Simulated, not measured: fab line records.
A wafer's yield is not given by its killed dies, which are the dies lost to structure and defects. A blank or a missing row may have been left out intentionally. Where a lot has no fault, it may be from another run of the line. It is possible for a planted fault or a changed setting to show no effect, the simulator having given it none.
Problem report, 8D (eight disciplines) form, completed by code :: flow n5-finfet :: the parts of the form that need people (team, actions taken, sign-off) are left out

## 1. THE ISSUE
Wafers without a fault read 75.3 s, standard deviation 0.51; run-length-s at N5_BEOL_M6_ETCH_41 reads a mean of 83.4 s on 6 wafers belonging to 2 lots. Measured from the usual mean, that is +16 standard deviations.
The step: etches SiCN in CH3F/O2, target depth 29.7 nm, time 52 s.
Seen first at day 13 06:20 on rie-diel-04, wafer L920.1. The record has a number at this step for 34 wafers belonging to 12 lots. Rule for "out", or "out of limits": more than 4 standard deviations from the usual mean. The other wafers with a number count as sound.

## 2. WHAT THIS IS AND IS NOT
question: which readings at this step
is: run-length-s
is not: oes-product-au, rf-vpp-V, showerhead-plenum-p-Torr, throttle-valve-pct

question: which lots
is: L919, L920
is not: L908, L909, L910, L913, L914, L922, L923, L925, L928, L929

question: which wafers of those lots
is: all that have a number
is not: -

question: read on which tools
is: rie-diel-04
is not: rie-diel-01, rie-diel-03

question: when
is: from day 13 06:20
is not: up to then (14 sound wafers); but 14 sound wafers of L922, L923, L925, L928, L929 came after

## 3. SUSPECTS, AND WHAT RULES EACH OUT
Counting: any tool at a process step up to the reading is kept as a suspect provided that every lot that is out went through it and no sound lot did after the first of them.
- rie-diel-04 at N5_BEOL_M6_ETCH_41 (etches SiCN in CH3F/O2, target depth 29.7 nm, time 52 s): kept. It processed each lot that is out, first L920 at day 13 06:20, and no sound lot thereafter; up to then, the last sound lot it processed was L913 at day 10 23:52. On those wafers its own readings are out: run-length-s.
Left after counting: rie-diel-04 at N5_BEOL_M6_ETCH_41.

## 4. THE CAUSE (what the simulator had put in)
Process parameter drift: rie-diel-04, from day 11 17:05 on, at N5_BEOL_M6_ETCH_41. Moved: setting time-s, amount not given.
This tool alone remained once counting was done.

## 5. THE CHAIN OF EFFECTS, in route order
Each row: a reading where the mean over the struck wafers with a number is more than 3 standard deviations away from the usual. Only readings for which the record gives a usual standard deviation are gone through. hours: the time from each lot's start at the first step in this table that gives one to its start at this step, as a median over the lots. sigmas: the change in usual standard deviations.
hours: 0
step: N5_BEOL_M6_ETCH_41
reading: run-length-s
usual: 75.3 s
on struck wafers: 83.4
change: +8.1
sigmas: +16
Its process steps:
- N5_BEOL_M6_ETCH_41: etches SiCN in CH3F/O2, target depth 29.7 nm, time 52 s.

## 6. WHAT WOULD HAVE CAUGHT IT SOONER
In this record no reading fell out of limits until day 13 06:20, 37 hours after the fault had begun at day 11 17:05.
